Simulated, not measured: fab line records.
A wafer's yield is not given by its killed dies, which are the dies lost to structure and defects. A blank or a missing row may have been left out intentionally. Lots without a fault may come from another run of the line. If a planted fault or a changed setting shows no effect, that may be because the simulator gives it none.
Which of the tools did it?	flow nand-harc	13 lots, 37 wafers sampled, at 5 steps of a route of 1302

== WHAT EACH GAUGE READ, for each wafer ==
NHARC_P_CONTACT_INSPECT_14. Usual: raw-defect-count 4.4, standard deviation 2.6.
lot	measured	on	raw-defect-count	flag
L569	day 5 21:43	defect-inspect-02	10 3 9	
L570	day 6 12:08	defect-inspect-02	6 3 3	
L573	day 7 16:06	defect-inspect-02	4 0 5	
L574	day 7 21:07	defect-inspect-02	8 7 5	
L575	day 8 09:07	defect-inspect-01	2 5 0	
L581	day 11 00:13	defect-inspect-01	3 4	
L582	day 11 03:55	defect-inspect-02	4 7	
L587	day 13 08:13	defect-inspect-01	8 3 5	
L588	day 13 19:16	defect-inspect-01	4 8 4	
L589	day 14 01:48	defect-inspect-01	2 2 4	
L590	day 14 14:19	defect-inspect-01	2 6 5	
L591	day 15 00:31	defect-inspect-02	13 6 4	
L592	day 15 07:47	defect-inspect-01	3 2 10	

NHARC_END_SORT_01. Usual: killed-at-array 56, standard deviation 19; killed-at-other 0.6, standard deviation 1; killed-at-periphery 3.9, standard deviation 2.7; killed-dies 61, standard deviation 19; killed-open 3.3, standard deviation 1.9; killed-short 2.4, standard deviation 1.7.
lot	measured	on	killed-at-array	killed-at-other	killed-at-periphery	killed-dies	killed-open	killed-short	flag
L581	day 29 20:11	prober-01	57	2	4	63	5	3	
L582	day 29 11:12	prober-02	55	0	6	61	3	1	

== TOOL THAT RAN EACH LOT (tool first, then ch and the chambers of the sampled wafers, then the start) ==
lot	NHARC_P_CONTACT_ETCH_31	NHARC_P_CONTACT_ALD_22	NHARC_P_CONTACT_CMP_24
L569	rie-diel-09 ch 1,2,3, day 5 23:36 or earlier	ald-metal-01 ch 0,2,3, day 5 23:36	cmp-01 ch 0,1, day 6 00:27
L570	rie-diel-12 ch 0,1,3, day 6 14:01 or earlier	ald-metal-01 ch 0,2,3, day 6 14:01	cmp-01 ch 0,1, day 6 14:53
L573	rie-diel-12 ch 1,3, day 7 18:02 or earlier	ald-metal-02 ch 1,3, day 7 18:02	cmp-02 ch 0,2,3, day 7 19:28
L574	rie-diel-02 ch 0,1, day 7 23:07 or earlier	ald-metal-02 ch 2,3, day 7 23:07	cmp-02 ch 1,2,3, day 8 00:30
L575	rie-diel-12 ch 2,3, day 8 11:02 or earlier	ald-metal-03 ch 0,2,3, day 8 11:02	cmp-04 ch 1,2, day 8 11:51
L581	rie-diel-02 ch 1,3, day 11 02:07 or earlier	ald-metal-02 ch 1,2, day 11 02:07	cmp-04 ch 0,2, day 11 02:58
L582	rie-diel-12 ch 2,3, day 11 05:48 or earlier	ald-metal-02 ch 1,2, day 11 05:48	cmp-01 ch 2,3, day 11 06:42
L587	rie-diel-02 ch 0,2, day 13 10:08 or earlier	ald-metal-01 ch 0,1,2, day 13 10:08	cmp-01 ch 0,2,3, day 13 11:01
L588	rie-diel-09 ch 2,3, day 13 21:10 or earlier	ald-metal-03 ch 0,1, day 13 21:10	cmp-01 ch 2,3, day 13 22:01
L589	rie-diel-02 ch 0,1,2, day 14 03:42 or earlier	ald-metal-02 ch 1,2,3, day 14 03:42	cmp-01 ch 0,1,2, day 14 04:34
L590	rie-diel-02 ch 0,3, day 14 16:42 or earlier	ald-metal-02 ch 0,1,2, day 14 16:42	cmp-04 ch 0,3, day 14 17:32
L591	rie-diel-02 ch 2,3, day 15 02:26 or earlier	ald-metal-02 ch 1,2,3, day 15 02:26	cmp-01 ch 1,2, day 15 03:16
L592	rie-diel-09 ch 1,3, day 15 09:41 or earlier	ald-metal-01 ch 1,2, day 15 09:41	cmp-01 ch 0,1,2, day 15 10:34
- NHARC_P_CONTACT_ETCH_31: etches the open film in CH3F/O2, target depth 30 nm, time 85.7 s.
- NHARC_P_CONTACT_ALD_22: deposits TiN, target thk 3 nm, pulse time 1 s, ald cycles 150.
- NHARC_P_CONTACT_CMP_24: polishes, t overpolish 30 s, target thk 200 nm.

== WHAT THE TOOLS THEMSELVES READ (means of the sampled wafers that have a number; where no wafer has one, the mark that the record gives instead) ==
NHARC_P_CONTACT_ETCH_31. Usual: drypump-motor-current-A 5.6 A, standard deviation 0.4; o2-flow-sccm 30.01 sccm, standard deviation 0.093; oes-product-au 0.980 a.u., standard deviation 0.016; rf-vpp-V 245.1 V, standard deviation 1.6; showerhead-plenum-p-Torr 2.51 Torr, standard deviation 0.1; throttle-valve-pct 20.663 %, standard deviation 0.0091.
lot	tool	drypump-motor-current-A (A)	o2-flow-sccm (sccm)	oes-product-au (a.u.)	rf-vpp-V (V)	showerhead-plenum-p-Torr (Torr)	throttle-valve-pct (%)	flag
L569	rie-diel-09	6.1	30.02	0.971	244.7	2.46	20.659	
L570	rie-diel-12	5.6	29.96	0.970	245.9	2.58	20.668	
L573	rie-diel-12	5.7	30.06	0.987	246.5	2.58	20.665	
L574	rie-diel-02	5.9	29.95	0.994	244.2	2.42	20.664	
L575	rie-diel-12	5.2	30.03	0.966	245.9	2.56	20.667	
L581	rie-diel-02	5.9	30.05	0.984	244.9	2.48	20.667	
L582	rie-diel-12	5.3	29.97	0.984	246.0	2.55	20.669	
L587	rie-diel-02	6.0	30.01	0.986	243.3	2.43	20.665	
L588	rie-diel-09	6.0	29.95	0.987	244.4	2.50	20.671	
L589	rie-diel-02	5.9	29.92	0.977	243.6	2.42	20.666	
L590	rie-diel-02	6.0	30.05	0.940	246.1	2.58	20.658	
L591	rie-diel-02	6.0	30.07	0.989	245.2	2.44	20.668	
L592	rie-diel-09	5.9	29.96	0.989	245.8	2.53	20.657	

NHARC_P_CONTACT_ALD_22. Usual: heater-power-w 1057 W, standard deviation 100; precursor-pulse-height-rel 0.997, standard deviation 0.021.
lot	tool	heater-power-w (W)	precursor-pulse-height-rel	flag
L569	ald-metal-01	1228	0.986	
L570	ald-metal-01	1214	0.991	
L573	ald-metal-02	1076	0.995	
L574	ald-metal-02	1086	1.010	
L575	ald-metal-03	1050	0.985	
L581	ald-metal-02	1098	1.002	
L582	ald-metal-02	1098	1.004	
L587	ald-metal-01	1208	0.971	
L588	ald-metal-03	1026	1.011	
L589	ald-metal-02	1032	1.005	
L590	ald-metal-02	1019	0.998	
L591	ald-metal-02	1033	0.998	
L592	ald-metal-01	1202	0.981	

NHARC_P_CONTACT_CMP_24. Usual: motor-current-A 11.5 A, standard deviation 1.1; overpolish-run-s 30.001 s, standard deviation 0.0095; slurry-filter-dp-kPa 13.50 kPa, standard deviation 0.14; time-to-endpoint-s 38 s, standard deviation 3.9.
lot	tool	motor-current-A (A)	overpolish-run-s (s)	slurry-filter-dp-kPa (kPa)	time-to-endpoint-s (s)	flag
L569	cmp-01	10.4	29.994	13.59	38	
L570	cmp-01	10.7	29.996	13.39	39	
L573	cmp-02	11.7	30.000	13.58	36	
L574	cmp-02	11.2	30.007	13.45	35	
L575	cmp-04	13.7	29.995	13.56	37	
L581	cmp-04	13.0	29.994	13.38	42	
L582	cmp-01	11.1	30.008	13.65	38	
L587	cmp-01	11.7	30.002	13.53	36	
L588	cmp-01	11.8	29.999	13.52	35	
L589	cmp-01	11.2	29.996	13.50	37	
L590	cmp-04	12.1	30.000	13.53	39	
L591	cmp-01	11.1	30.005	13.38	37	
L592	cmp-01	10.8	30.006	13.39	36	

== THE ANSWER, worked out from the rows above alone ==
Rule: take the mean of a lot's wafers that have a number; if it is more than 3 standard deviations from the usual mean, the lot is off. Also off: a lot with no number at a reading for which 4 or more lots have one. The other lots that the step has rows for count as sound. The gauges are gone through in route order, then the tools' own readings, and for those a lot's mean is taken as printed above. The first step at which some lot is off is used, and at that step the reading that is off furthest; a lot without a number counts as furthest.
None of the lots is off at any reading shown; this tells nothing.

== WHAT THE SIMULATOR HAD INSERTED ==
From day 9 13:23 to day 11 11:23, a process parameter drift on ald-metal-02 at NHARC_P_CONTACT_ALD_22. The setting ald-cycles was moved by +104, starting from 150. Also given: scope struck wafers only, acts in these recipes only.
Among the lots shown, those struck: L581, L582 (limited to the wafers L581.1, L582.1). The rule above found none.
